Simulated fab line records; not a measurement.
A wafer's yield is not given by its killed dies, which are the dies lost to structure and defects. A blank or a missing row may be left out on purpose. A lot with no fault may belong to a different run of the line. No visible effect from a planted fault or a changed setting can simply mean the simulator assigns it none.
Which tool was responsible? -- flow n5-finfet -- route of 1938 steps, sampled at 1 step: 11 lots, 29 wafers

WHAT THE GAUGES READ, wafer by wafer
N5_BEOL_M6_OVL_MEAS_29.
lot,measured,on,V5_OVL (nm)
L394,day 8 12:08,overlay-02,0.9 0.8 0.9
L395,day 8 19:19,overlay-02,0.6 0.0 0.1
L396,day 9 00:30,overlay-01,0.0 -0.2
L397,day 9 11:38,overlay-01,0.6 0.1 -0.7
L398,day 9 22:01,overlay-02,0.7 0.3
L400,day 10 02:41,overlay-01,1.0 0.2
L403,day 10 12:54,overlay-02,0.9 0.1 0.1
L401,day 10 12:57,overlay-01,-0.6 -1.1 -0.9
L408,day 12 02:52,overlay-02,0.3 -0.8 -0.1
L412,day 13 04:57,overlay-01,0.7 -0.2
L414,day 14 06:58,overlay-01,-0.2 0.0 -0.3

EACH LOT AND THE TOOL THAT RAN IT (in order: tool; ch and the chambers of the sampled wafers; start)
No process step before these readings appears in the record.

THE ANSWER, worked out from the rows above alone
Rule: the lots themselves supply what counts as usual. The widest of any qualifying gaps counts: lots, ordered by their means at a reading, are off when they make up no more than a third of the lots, leave a main group of 4 or more, and stand apart from it by 3 or more times the standard deviation of that group's means. A main group is skipped when, at the precision printed for the reading in the tables above, its means are all equal. A lot without any number at a reading at which 4 lots or more have one is off too. Where the step has rows for the other lots, those lots are counted as sound.
None of the lots is off at any reading shown; this tells nothing.

WHAT THE SIMULATOR PUT IN
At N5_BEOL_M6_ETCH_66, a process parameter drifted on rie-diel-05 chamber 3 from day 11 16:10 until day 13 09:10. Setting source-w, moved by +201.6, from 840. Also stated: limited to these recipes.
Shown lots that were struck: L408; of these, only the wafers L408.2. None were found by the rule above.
